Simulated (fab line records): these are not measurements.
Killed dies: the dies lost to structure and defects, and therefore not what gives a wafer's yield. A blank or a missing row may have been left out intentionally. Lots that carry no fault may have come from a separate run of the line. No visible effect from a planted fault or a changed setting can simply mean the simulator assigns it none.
The tool behind it: which one?    flow n5_finfet    7 lots with 21 wafers sampled at 5 steps, on a route of 1938 steps

WHAT THE GAUGES SHOWED, per wafer
N5_BEOL_M4_RC_MEAS_101.
lot   measured      on         DIBL_N (mV/V)
L372  day 8 21:15   prober-02  34.6 33.6 33.5
L374  day 9 14:58   prober-02  32.7 37.3 35.7
L376  day 9 23:16   prober-02  41.4 38.8 39.2
L387  day 12 07:01  prober-02  37.8 34.2 38.7
L390  day 12 22:44  prober-01  33.0 32.5 35.2
L392  day 13 21:25  prober-01  36.4 39.7 34.3

WHAT TOOL EACH LOT RAN ON (gives the tool, then ch and the chambers of the sampled wafers, and finally the start)
lot   N5_GATE_CUT_ETCH_19                N5_GATE_CUT_VAPOR_ETCH_48         N5_GATE_CUT_VAPOR_ETCH_49         N5_GATE_CUT_CMP_43
L372  rie_diel-03 ch 0,2, day 4 19:44    rie_metal-02 ch 0,1, day 4 20:01  rie_metal-02 ch 0,1, day 4 20:03  cmp-01 ch 2,3, day 4 22:50
L374  rie_diel-04 ch 1,2,3, day 5 05:05  rie_metal-02 ch 0,1, day 5 05:23  rie_metal-02 ch 0,1, day 5 05:25  cmp-01 ch 0,1,3, day 5 07:32
L376  rie_diel-06 ch 0,1,2, day 5 18:55  rie_metal-02 ch 0,1, day 5 19:12  rie_metal-02 ch 0,1, day 5 19:14  cmp-01 ch 0,2,3, day 5 22:40
L380  rie_diel-04 ch 0,2, day 6 22:12    rie_metal-02 ch 0,1, day 6 22:29  rie_metal-02 ch 0,1, day 6 22:31  cmp-02 ch 1,2,3, day 7 00:41
L387  rie_diel-04 ch 0,1,3, day 8 17:12  rie_metal-02 ch 1, day 8 17:40    rie_metal-02 ch 1, day 8 17:44    cmp-04 ch 1,2,3, day 8 20:21
L390  rie_diel-03 ch 0,1,2, day 9 10:32  rie_metal-02 ch 0,1, day 9 10:50  rie_metal-02 ch 0,1, day 9 10:52  cmp-04 ch 0,2,3, day 9 12:55
L392  rie_diel-03 ch 0,3, day 9 20:44    rie_metal-02 ch 0,1, day 9 21:01  rie_metal-02 ch 0,1, day 9 21:03  cmp-02 ch 1,2, day 9 23:13
- N5_GATE_CUT_ETCH_19: etches SiNx in CH3F/O2, target depth 53.7 nm, time 76.7 s.
- N5_GATE_CUT_VAPOR_ETCH_48: etches TiN in BCl3/Cl2.
- N5_GATE_CUT_VAPOR_ETCH_49: etches TiAlC in BCl3/Cl2.
- N5_GATE_CUT_CMP_43: polishes SiO2.

THE ANSWER, worked out from the rows above alone
Rule: the lots themselves supply what counts as usual. Put in order of their means at a reading, lots are off if they are a third of the lots or fewer, leave a main group of 4 or more, and stand apart from it by a gap of 3 or more times the standard deviation of the main group's means; of several such gaps the widest counts. Not used: any main group whose means are identical at the precision the tables above print for the reading. Also off: a lot with no number at a reading for which 4 or more lots have one. Where the step has rows for the other lots, those lots are counted as sound.
No lot is off on any of the readings shown, so nothing can be concluded from this.

WHAT THE SIMULATOR HAD INSERTED
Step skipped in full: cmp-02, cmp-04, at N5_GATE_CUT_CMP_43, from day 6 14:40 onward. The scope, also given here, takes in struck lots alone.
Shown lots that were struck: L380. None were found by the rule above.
